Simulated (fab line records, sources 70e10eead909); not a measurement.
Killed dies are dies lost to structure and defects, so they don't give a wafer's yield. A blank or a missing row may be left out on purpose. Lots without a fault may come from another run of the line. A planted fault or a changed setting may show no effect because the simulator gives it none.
Which tool did it? | flow nand_harc | 15 lots, 45 wafers sampled, at 4 steps of a route of 1302

WHAT THE GAUGES READ, wafer by wafer
NHARC_P_BONDPAD_THK_MEAS_33: measures by ellipsometry. Usual: thk_nm 199.7 nm, standard deviation 1.7.
lot  | measured     | on            | thk_nm (nm)       | flag
L220 | day 7 00:37  | film_metro-01 | 198.5 194.8 196.5 |
L221 | day 7 05:44  | film_metro-02 | 197.6 197.6 201.2 |
L226 | day 8 23:54  | film_metro-02 | 200.8 200.3 198.6 |
L227 | day 9 17:15  | film_metro-02 | 198.0 198.5 199.5 |
L228 | day 9 20:16  | film_metro-01 | 198.7 201.0 198.8 |
L229 | day 10 16:23 | film_metro-01 | 202.5 199.8 199.0 |
L232 | day 11 12:28 | film_metro-01 | 199.6 201.3 201.0 |
L233 | day 12 10:05 | film_metro-02 | 198.1 200.5 198.0 |
L235 | day 13 04:07 | film_metro-01 | 198.1 200.3 196.4 |
L236 | day 13 23:07 | film_metro-02 | 200.5 200.9 200.4 |
L237 | day 14 00:52 | film_metro-01 | 199.4 199.3 196.8 |
L238 | day 14 08:07 | film_metro-02 | 201.7 197.1 203.1 |
L239 | day 14 15:53 | film_metro-02 | 196.3 201.9 199.3 |
L240 | day 15 13:52 | film_metro-01 | 200.4 196.8 198.8 |
L243 | day 16 04:05 | film_metro-01 | 200.6 197.8 200.4 |

NHARC_P_BONDPAD_CD_MEAS_09: target cd 500 nm. Usual: cd_nm 500.1 nm, standard deviation 1.9.
lot  | measured     | on        | cd_nm (nm)        | flag
L220 | day 7 01:03  | cd_sem-01 | 501.4 503.6 502.8 |
L221 | day 7 06:11  | cd_sem-01 | 502.6 500.5 500.1 |
L226 | day 9 00:28  | cd_sem-03 | - - -             | OFF
L227 | day 9 17:41  | cd_sem-02 | - - -             | OFF
L228 | day 9 20:43  | cd_sem-01 | - - -             | OFF
L229 | day 10 16:58 | cd_sem-01 | 498.8 498.7 499.1 |
L232 | day 11 12:55 | cd_sem-03 | 501.7 503.0 500.4 |
L233 | day 12 10:33 | cd_sem-02 | 497.2 498.5 499.6 |
L235 | day 13 04:41 | cd_sem-03 | 500.3 502.4 501.8 |
L236 | day 13 23:34 | cd_sem-02 | 501.3 499.9 497.7 |
L237 | day 14 01:26 | cd_sem-03 | 502.3 503.0 500.3 |
L238 | day 14 08:41 | cd_sem-03 | 501.9 499.9 498.5 |
L239 | day 14 16:27 | cd_sem-02 | 500.5 500.0 497.6 |
L240 | day 15 14:26 | cd_sem-02 | 502.4 497.9 501.8 |
L243 | day 16 04:40 | cd_sem-03 | 501.0 502.2 500.6 |

WHICH TOOL RAN EACH LOT (tool, then ch and the chambers of the sampled wafers, then the start)
lot  | NHARC_P_M2_PRE_CLEAN_30                 | NHARC_P_BONDPAD_PEB_07
L220 | pvd_sputter-02, day 7 00:37 or earlier  | litho_track-02 ch 0, day 7 00:58
L221 | pvd_sputter-01, day 7 05:44 or earlier  | litho_track-02 ch 0, day 7 06:06
L226 | pvd_sputter-01, day 8 23:54 or earlier  | litho_track-05, day 9 00:22
L227 | pvd_sputter-03, day 9 17:15 or earlier  | litho_track-05, day 9 17:37
L228 | pvd_sputter-02, day 9 20:16 or earlier  | litho_track-05, day 9 20:38
L229 | pvd_sputter-03, day 10 16:23 or earlier | litho_track-05 ch 0, day 10 16:52
L232 | pvd_sputter-01, day 11 12:28 or earlier | litho_track-02 ch 0, day 11 12:50
L233 | pvd_sputter-03, day 12 10:05 or earlier | litho_track-02 ch 0, day 12 10:27
L235 | pvd_sputter-01, day 13 04:07 or earlier | litho_track-02 ch 0, day 13 04:36
L236 | pvd_sputter-03, day 13 23:07 or earlier | litho_track-02 ch 0, day 13 23:29
L237 | pvd_sputter-03, day 14 00:52 or earlier | litho_track-05 ch 0, day 14 01:21
L238 | pvd_sputter-01, day 14 08:07 or earlier | litho_track-05 ch 0, day 14 08:36
L239 | pvd_sputter-02, day 14 15:53 or earlier | litho_track-07 ch 0, day 14 16:22
L240 | pvd_sputter-03, day 15 13:52 or earlier | litho_track-07 ch 0, day 15 14:20
L243 | pvd_sputter-02, day 16 04:05 or earlier | litho_track-05 ch 0, day 16 04:34
- NHARC_P_M2_PRE_CLEAN_30: time 30 s.
- NHARC_P_BONDPAD_PEB_07: peb time 80 s.

WHAT THE TOOLS THEMSELVES READ (means of the sampled wafers that have a number; where no wafer has one, the mark that the record gives instead)
NHARC_P_M2_PRE_CLEAN_30. Usual: heater_power_w 418 W, standard deviation 42.
lot  | tool           | heater_power_w (W) | flag
L220 | pvd_sputter-02 | 458                |
L221 | pvd_sputter-01 | 389                |
L226 | pvd_sputter-01 | 430                |
L227 | pvd_sputter-03 | 416                |
L228 | pvd_sputter-02 | 475                |
L229 | pvd_sputter-03 | 381                |
L232 | pvd_sputter-01 | 380                |
L233 | pvd_sputter-03 | 377                |
L235 | pvd_sputter-01 | 399                |
L236 | pvd_sputter-03 | 404                |
L237 | pvd_sputter-03 | 402                |
L238 | pvd_sputter-01 | 413                |
L239 | pvd_sputter-02 | 440                |
L240 | pvd_sputter-03 | 408                |
L243 | pvd_sputter-02 | 457                |

NHARC_P_BONDPAD_PEB_07. Usual: chill_plate_temp_C 23.00 C, standard deviation 0.11; exhaust_pa 45.3 Pa, standard deviation 0.9; resist_line_temp_C 22.99 C, standard deviation 0.11.
lot  | tool           | chill_plate_temp_C (C) | exhaust_pa (Pa) | resist_line_temp_C (C) | flag
L220 | litho_track-02 | 23.04                  | 45.4            | 22.99                  |
L221 | litho_track-02 | 22.93                  | 45.6            | 23.00                  |
L226 | litho_track-05 | -                      | -               | -                      | OFF
L227 | litho_track-05 | -                      | -               | -                      | OFF
L228 | litho_track-05 | -                      | -               | -                      | OFF
L229 | litho_track-05 | 22.99                  | 45.7            | 23.01                  |
L232 | litho_track-02 | 23.11                  | 45.9            | 23.00                  |
L233 | litho_track-02 | 23.03                  | 44.9            | 22.87                  |
L235 | litho_track-02 | 23.11                  | 44.9            | 23.15                  |
L236 | litho_track-02 | 23.02                  | 44.9            | 22.90                  |
L237 | litho_track-05 | 22.93                  | 45.6            | 23.01                  |
L238 | litho_track-05 | 23.10                  | 47.2            | 23.06                  |
L239 | litho_track-07 | 23.18                  | 45.2            | 22.88                  |
L240 | litho_track-07 | 23.10                  | 45.1            | 22.87                  |
L243 | litho_track-05 | 22.92                  | 45.1            | 23.17                  |

THE ANSWER, worked out from the rows above alone
Rule: a lot is off if the mean of its wafers that have a number lies more than 3 standard deviations from the usual mean. A lot without any number at a reading at which 4 lots or more have one is off too. The other lots that the step has rows for count as sound. The gauges are gone through in route order, then the tools' own readings, and for those a lot's mean is taken as printed above. The first step at which some lot is off is used, and at that step the reading that is off furthest; a lot without a number counts as furthest.
Off: L226, L227, L228, at NHARC_P_BONDPAD_CD_MEAS_09 (cd_nm). Without a number there: L226, L227, L228.
A tool fits if, at a process step before that reading, it ran every lot that is off, and no sound lot after the first of them. The gauges at NHARC_P_BONDPAD_CD_MEAS_09 aren't tried: what is off there is off at NHARC_P_BONDPAD_PEB_07 too, on other tools, and a gauge's error can't cause that. NHARC_P_M2_PRE_CLEAN_30 gives no start for some lots, so the hours and the order of its lots are those of NHARC_P_BONDPAD_THK_MEAS_33. None of those tried fits.

WHAT THE SIMULATOR HAD PUT IN
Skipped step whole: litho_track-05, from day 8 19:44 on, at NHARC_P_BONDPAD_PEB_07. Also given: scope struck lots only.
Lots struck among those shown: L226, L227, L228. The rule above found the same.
